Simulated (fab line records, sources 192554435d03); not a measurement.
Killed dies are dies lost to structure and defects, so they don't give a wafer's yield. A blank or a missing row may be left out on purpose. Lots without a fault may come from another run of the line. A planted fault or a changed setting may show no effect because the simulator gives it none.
Chamber matching | flow n5_finfet | N5_BEOL_M8_DESCUM_16 on rie_diel-03: 4 sister chambers
The step chemistry O2, time 7.9 s. 20 wafers are shown with their chamber, then 10 later ones without.

WAFERS WITH THEIR CHAMBER
wafer  | chamber | showerhead_plenum_p_Torr (Torr) | oes_product_au (a.u.) | throttle_valve_pct (%)
L074.3 | 0       | 2.06                            | 0.72                  | 20.24
L074.4 | 1       | 2.12                            | 0.82                  | 20.22
L074.5 | 2       | 2.10                            | 0.79                  | 20.20
L076.1 | 2       | 2.10                            | 0.78                  | 20.22
L076.4 | 0       | 2.06                            | 0.71                  | 20.26
L076.6 | 2       | 2.10                            | 0.78                  | 20.23
L078.1 | 3       | 2.23                            | 0.93                  | 20.31
L078.2 | 1       | 2.12                            | 0.82                  | 20.24
L078.5 | 2       | 2.09                            | 0.78                  | 20.23
L082.2 | 0       | 2.06                            | 0.71                  | 20.26
L082.3 | 3       | 2.23                            | 0.93                  | 20.28
L082.6 | 0       | 2.06                            | 0.72                  | 20.29
L083.2 | 3       | 2.23                            | 0.92                  | 20.29
L083.5 | 0       | 2.06                            | 0.71                  | 20.28
L083.6 | 3       | 2.23                            | 0.92                  | 20.28
L085.1 | 0       | 2.06                            | 0.71                  | 20.28
L085.4 | 3       | 2.23                            | 0.89                  | 20.30
L085.6 | 3       | 2.22                            | 0.90                  | 20.31
L086.1 | 3       | 2.22                            | 0.89                  | 20.31
L086.3 | 2       | 2.09                            | 0.75                  | 20.25

SIGNATURES (means of the wafers above)
reading                  | chamber 0 | chamber 1 | chamber 2 | chamber 3 | scatter within a chamber
showerhead_plenum_p_Torr | 2.0600    | 2.1200    | 2.0960    | 2.2271    | 0.00405
oes_product_au           | 0.7133    | 0.8200    | 0.7760    | 0.9114    | 0.0136
throttle_valve_pct       | 20.2683   | 20.2300   | 20.2260   | 20.2971   | 0.0165
Rule: a wafer's distance from a chamber is the root of the sum, over the readings, of the square of ((its reading less the chamber's mean) divided by the reading's scatter). The wafer belongs to the nearest chamber; if the next one is less than 2 further off, it can't be placed. The scatter: the root of (the sum of the squares of (reading less its chamber's mean) over the shown wafers, divided by (wafers less chambers)).

WAFERS WITHOUT THEIR CHAMBER
wafer  | showerhead_plenum_p_Torr (Torr) | oes_product_au (a.u.) | throttle_valve_pct (%)
L086.5 | 2.05                            | 0.70                  | 20.28
L093.1 | 2.11                            | 0.79                  | 20.28
L093.3 | 2.05                            | 0.70                  | 20.30
L093.6 | 2.11                            | 0.78                  | 20.28
L096.1 | 2.10                            | 0.78                  | 20.29
L096.3 | 2.05                            | 0.69                  | 20.32
L096.5 | 2.10                            | 0.78                  | 20.27
L097.1 | 2.08                            | 0.74                  | 20.28
L097.3 | 2.21                            | 0.85                  | 20.34
L097.5 | 2.10                            | 0.78                  | 20.30

WHICH CHAMBER EACH WENT THROUGH
wafer  | from the rows above     | in truth
L086.5 | 0                       | 0
L093.1 | can't be placed: 1 or 2 | 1
L093.3 | 0                       | 0
L093.6 | can't be placed: 2 or 1 | 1
L096.1 | 2                       | 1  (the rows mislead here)
L096.3 | 0                       | 0
L096.5 | 2                       | 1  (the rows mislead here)
L097.1 | can't be placed: 0 or 2 | 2
L097.3 | 3                       | 3
L097.5 | 2                       | 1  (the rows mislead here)
Placed correctly: 4 of 10. Can't be placed from these rows: 3 (the true chamber is among the candidates in 3). Placed wrongly: 3.
